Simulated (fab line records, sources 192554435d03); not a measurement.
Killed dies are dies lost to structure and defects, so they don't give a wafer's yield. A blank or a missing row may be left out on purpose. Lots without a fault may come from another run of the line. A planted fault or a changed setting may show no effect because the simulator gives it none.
Chamber matching | flow n5_finfet | N5_BEOL_M13_DEP_53 on pecvd-04: 3 sister chambers
The step deposits SiCN from 3MS/NH3, target thk 50 nm, time 17.8 s. 3 wafers are shown with their chamber, then 9 later ones without.

WAFERS WITH THEIR CHAMBER
wafer  | chamber | throttle_valve_pct (%)
L082.5 | 2       | 18.2
L088.3 | 1       | 20.0
L088.6 | 0       | 19.1

WAFERS WITHOUT THEIR CHAMBER
wafer  | throttle_valve_pct (%)
L086.4 | 19.1
L086.5 | 18.0
L086.6 | 20.0
L095.1 | 18.2
L095.3 | 19.0
L095.4 | 18.8
L096.4 | 18.7
L096.5 | 20.1
L096.6 | 18.2

WHICH CHAMBER EACH WENT THROUGH
wafer  | from the rows above     | in truth
L086.4 | 0                       | 0
L086.5 | 2                       | 2
L086.6 | 1                       | 1
L095.1 | 2                       | 2
L095.3 | 0                       | 0
L095.4 | can't be placed: 0 or 2 | 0
L096.4 | can't be placed: 0 or 2 | 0
L096.5 | 1                       | 1
L096.6 | 2                       | 2
Placed correctly: 7 of 9. Can't be placed from these rows: 2 (the true chamber is among the candidates in 2). Placed wrongly: 0.
How it was worked out, from the rows above alone: a wafer's distance from a chamber is the root of the sum, over the readings, of the square of ((its reading less the chamber's mean) divided by the reading's scatter). The wafer belongs to the nearest chamber; if the next one is less than 2 further off, it can't be placed. A chamber's mean is the mean of its shown wafers. The scatter: with one shown wafer a chamber, the root of the mean of the squares of how far each hidden wafer lies from its nearest shown one.
